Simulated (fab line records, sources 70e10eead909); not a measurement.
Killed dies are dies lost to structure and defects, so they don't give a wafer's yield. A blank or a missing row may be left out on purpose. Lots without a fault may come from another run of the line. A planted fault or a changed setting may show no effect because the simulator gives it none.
Chamber matching | flow nand_harc | NHARC_P_M2_PRE_CLEAN_32 on pecvd-04: 3 sister chambers
The step time 12 s. 3 wafers are shown with their chamber, then 8 later ones without.

WAFERS WITH THEIR CHAMBER
wafer  | chamber | heater_power_w (W)
L085.6 | 0       | 613
L085.4 | 1       | 663
L090.2 | 2       | 549

WAFERS WITHOUT THEIR CHAMBER
wafer  | heater_power_w (W)
L090.3 | 621
L090.6 | 554
L094.1 | 550
L094.2 | 537
L094.5 | 556
L097.2 | 656
L097.3 | 532
L097.6 | 566

WHICH CHAMBER EACH WENT THROUGH
wafer  | from the rows above | in truth
L090.3 | 0                   | 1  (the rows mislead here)
L090.6 | 2                   | 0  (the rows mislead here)
L094.1 | 2                   | 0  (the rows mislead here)
L094.2 | 2                   | 2
L094.5 | 2                   | 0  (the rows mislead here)
L097.2 | 1                   | 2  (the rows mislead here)
L097.3 | 2                   | 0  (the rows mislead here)
L097.6 | 2                   | 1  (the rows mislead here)
Placed correctly: 1 of 8. Can't be placed from these rows: 0. Placed wrongly: 7.
How it was worked out, from the rows above alone: a wafer's distance from a chamber is the root of the sum, over the readings, of the square of ((its reading less the chamber's mean) divided by the reading's scatter). The wafer belongs to the nearest chamber; if the next one is less than 2 further off, it can't be placed. A chamber's mean is the mean of its shown wafers. The scatter: with one shown wafer a chamber, the root of the mean of the squares of how far each hidden wafer lies from its nearest shown one.
